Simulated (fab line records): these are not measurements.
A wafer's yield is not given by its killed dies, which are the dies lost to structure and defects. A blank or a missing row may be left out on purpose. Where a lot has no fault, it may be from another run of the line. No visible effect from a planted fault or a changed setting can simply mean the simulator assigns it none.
Matching of chambers ; flow n5_finfet ; N5_HKMG_FIN_CMP_94 on cmp-01 has 4 sister chambers
The step polishes, stops on SiNx, t overpolish 4.7 s, target thk 43.299 nm. 4 wafers are shown with their chamber, then 7 later ones without.

## WAFERS, EACH WITH ITS CHAMBER
wafer;chamber;motor_current_A (A)
L082.3;1;15.3
L084.4;2;12.8
L085.1;0;15.3
L085.3;3;12.7

## WAFERS WITHOUT THEIR CHAMBER
wafer;motor_current_A (A)
L088.1;15.2
L091.1;15.2
L091.2;13.3
L091.4;13.0
L092.2;14.7
L092.3;13.5
L092.4;13.4

## EACH ONE'S CHAMBER
wafer;from the rows above;in truth
L088.1;can't be placed: 0 or 1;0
L091.1;can't be placed: 0 or 1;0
L091.2;can't be placed: 2 or 3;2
L091.4;can't be placed: 2 or 3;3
L092.2;can't be placed: 0 or 1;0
L092.3;can't be placed: 2 or 3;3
L092.4;can't be placed: 2 or 3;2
Correct placement for 0 of the 7. Not placeable from these rows: 7 (in 7, the candidates include the true chamber). Wrongly placed: 0.
How it was worked out, from the rows above alone: a wafer's distance from a chamber is the root of the sum, over the readings, of the square of ((its reading less the chamber's mean) divided by the reading's scatter). If the next closest chamber is less than 2 further off than the closest, the wafer can't be placed; otherwise it belongs to the closest. A chamber's mean is the mean of its shown wafers. The scatter: with one shown wafer a chamber, the root of the mean of the squares of how far each hidden wafer lies from its nearest shown one.
